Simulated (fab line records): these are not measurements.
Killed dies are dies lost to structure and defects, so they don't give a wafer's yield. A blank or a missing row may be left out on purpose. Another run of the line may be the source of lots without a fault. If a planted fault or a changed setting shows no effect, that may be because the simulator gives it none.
Matching of chambers :: flow n5_finfet :: N5_BEOL_M5_DESCUM_16 on rie_diel-05 has 4 sister chambers
The step chemistry O2, time 7 s. 8 wafers are shown with their chamber, then 10 later ones without.

== WAFERS PAIRED WITH THEIR CHAMBERS ==
wafer: L074.1
chamber: 2
showerhead_plenum_p_Torr (Torr): 2.12
throttle_valve_pct (%): 20.20

wafer: L079.1
chamber: 2
showerhead_plenum_p_Torr (Torr): 2.11
throttle_valve_pct (%): 20.22

wafer: L084.2
chamber: 1
showerhead_plenum_p_Torr (Torr): 2.07
throttle_valve_pct (%): 20.00

wafer: L084.4
chamber: 3
showerhead_plenum_p_Torr (Torr): 2.22
throttle_valve_pct (%): 20.51

wafer: L086.3
chamber: 3
showerhead_plenum_p_Torr (Torr): 2.22
throttle_valve_pct (%): 20.52

wafer: L086.4
chamber: 0
showerhead_plenum_p_Torr (Torr): 2.01
throttle_valve_pct (%): 20.71

wafer: L092.1
chamber: 1
showerhead_plenum_p_Torr (Torr): 2.06
throttle_valve_pct (%): 20.04

wafer: L092.2
chamber: 0
showerhead_plenum_p_Torr (Torr): 2.00
throttle_valve_pct (%): 20.74

== WAFERS WITH NO CHAMBER GIVEN ==
wafer: L092.4
showerhead_plenum_p_Torr (Torr): 2.21
throttle_valve_pct (%): 20.54

wafer: L095.2
showerhead_plenum_p_Torr (Torr): 2.00
throttle_valve_pct (%): 20.75

wafer: L095.3
showerhead_plenum_p_Torr (Torr): 2.06
throttle_valve_pct (%): 20.06

wafer: L095.5
showerhead_plenum_p_Torr (Torr): 2.21
throttle_valve_pct (%): 20.55

wafer: L096.1
showerhead_plenum_p_Torr (Torr): 2.00
throttle_valve_pct (%): 20.74

wafer: L096.2
showerhead_plenum_p_Torr (Torr): 2.11
throttle_valve_pct (%): 20.25

wafer: L096.3
showerhead_plenum_p_Torr (Torr): 2.21
throttle_valve_pct (%): 20.55

wafer: L097.3
showerhead_plenum_p_Torr (Torr): 2.11
throttle_valve_pct (%): 20.24

wafer: L097.4
showerhead_plenum_p_Torr (Torr): 2.06
throttle_valve_pct (%): 20.07

wafer: L097.6
showerhead_plenum_p_Torr (Torr): 2.21
throttle_valve_pct (%): 20.56

== WHICH CHAMBER EACH ONE RAN IN ==
wafer: L092.4
from the rows above: 3
in truth: 3

wafer: L095.2
from the rows above: 0
in truth: 0

wafer: L095.3
from the rows above: 1
in truth: 1

wafer: L095.5
from the rows above: 3
in truth: 3

wafer: L096.1
from the rows above: 0
in truth: 0

wafer: L096.2
from the rows above: 2
in truth: 2

wafer: L096.3
from the rows above: 3
in truth: 3

wafer: L097.3
from the rows above: 2
in truth: 2

wafer: L097.4
from the rows above: 1
in truth: 1

wafer: L097.6
from the rows above: 3
in truth: 3
Placed correctly: 10 of 10. Number that these rows cannot place: 0. Number placed wrongly: 0.
How it was worked out, from the rows above alone: a wafer's distance from a chamber is the root of the sum, over the readings, of the square of ((its reading less the chamber's mean) divided by the reading's scatter). The wafer belongs to the nearest chamber; if the next one is less than 2 further off, it can't be placed. The mean given for a chamber averages the wafers shown for that chamber. The scatter: the root of (the sum of the squares of (reading less its chamber's mean) over the shown wafers, divided by (wafers less chambers)).
